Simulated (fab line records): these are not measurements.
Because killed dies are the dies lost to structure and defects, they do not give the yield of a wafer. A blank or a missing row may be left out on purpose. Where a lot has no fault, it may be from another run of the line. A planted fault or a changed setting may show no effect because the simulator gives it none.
Chamber matching | flow n5-finfet | N5_BEOL_M1_PECVD_72 on pecvd-02: 3 sister chambers
The step deposits SiO2 from TEOS/O2, target thk 16 nm, time 18 s. 3 wafers are shown with their chamber, then 7 later ones without.

== WAFERS, EACH WITH ITS CHAMBER ==
wafer  | chamber | throttle-valve-pct (%)
L077.5 | 0       | 23.2
L087.1 | 2       | 22.1
L087.2 | 1       | 22.6

== WAFERS WITH NO CHAMBER GIVEN ==
wafer  | throttle-valve-pct (%)
L087.3 | 23.6
L093.2 | 23.5
L093.3 | 22.6
L093.6 | 22.8
L086.3 | 22.5
L086.4 | 23.6
L086.5 | 22.7

== THE CHAMBER EACH PASSED THROUGH ==
wafer  | from the rows above          | in truth
L087.3 | 0                            | 0
L093.2 | 0                            | 0
L093.3 | can't be placed: 1 or 2      | 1
L093.6 | can't be placed: 1 or 0 or 2 | 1
L086.3 | can't be placed: 1 or 2      | 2
L086.4 | 0                            | 0
L086.5 | can't be placed: 1 or 0 or 2 | 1
Correctly placed: 3 of 7. Not placeable from these rows: 4 (in 4, the candidates include the true chamber). Wrongly placed: 0.
How it was worked out, from the rows above alone: a wafer's distance from a chamber is the root of the sum, over the readings, of the square of ((its reading less the chamber's mean) divided by the reading's scatter). The wafer belongs to the nearest chamber; if the next one is less than 2 further off, it can't be placed. Each chamber's mean is taken over the wafers shown for it. The scatter (one wafer shown for each chamber): square how far every hidden wafer sits from the nearest shown wafer, average those squares and take the square root.
